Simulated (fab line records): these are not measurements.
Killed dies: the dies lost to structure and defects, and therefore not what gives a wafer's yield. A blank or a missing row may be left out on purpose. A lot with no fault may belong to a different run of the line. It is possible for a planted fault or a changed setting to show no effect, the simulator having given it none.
Matching of chambers | flow n5_finfet | N5_BEOL_M9_ETCH_61 on rie_diel-06 has 4 sister chambers
The step etches SiARC in CF4, target depth 39 nm, time 65 s. 4 wafers are shown with their chamber, then 8 later ones without.

== EACH WAFER AND ITS CHAMBER ==
wafer  | chamber | showerhead_plenum_p_Torr (Torr)
L081.6 | 3       | 2.10
L084.2 | 0       | 2.11
L084.4 | 2       | 2.15
L086.4 | 1       | 2.27

== WAFERS WHOSE CHAMBER IS MISSING ==
wafer  | showerhead_plenum_p_Torr (Torr)
L086.5 | 2.09
L086.6 | 2.11
L088.2 | 2.15
L088.3 | 2.27
L088.5 | 2.11
L090.2 | 2.14
L090.3 | 2.11
L090.4 | 2.09

== CHAMBER TAKEN BY EACH ==
wafer  | from the rows above     | in truth
L086.5 | can't be placed: 3 or 0 | 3
L086.6 | can't be placed: 0 or 3 | 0
L088.2 | 2                       | 2
L088.3 | 1                       | 1
L088.5 | can't be placed: 0 or 3 | 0
L090.2 | 2                       | 2
L090.3 | can't be placed: 0 or 3 | 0
L090.4 | can't be placed: 3 or 0 | 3
Placed correctly: 3 of 8. Unplaceable from these rows: 5, with the true chamber sitting among the candidates in 5. Placed wrongly: 0.
How it was worked out, from the rows above alone: a wafer's distance from a chamber is the root of the sum, over the readings, of the square of ((its reading less the chamber's mean) divided by the reading's scatter). If the next closest chamber is less than 2 further off than the closest, the wafer can't be placed; otherwise it belongs to the closest. For every chamber, the mean is computed from those of its wafers that are shown. The scatter: root of mean squared gap, hidden wafer to nearest shown wafer, with one shown wafer a chamber.
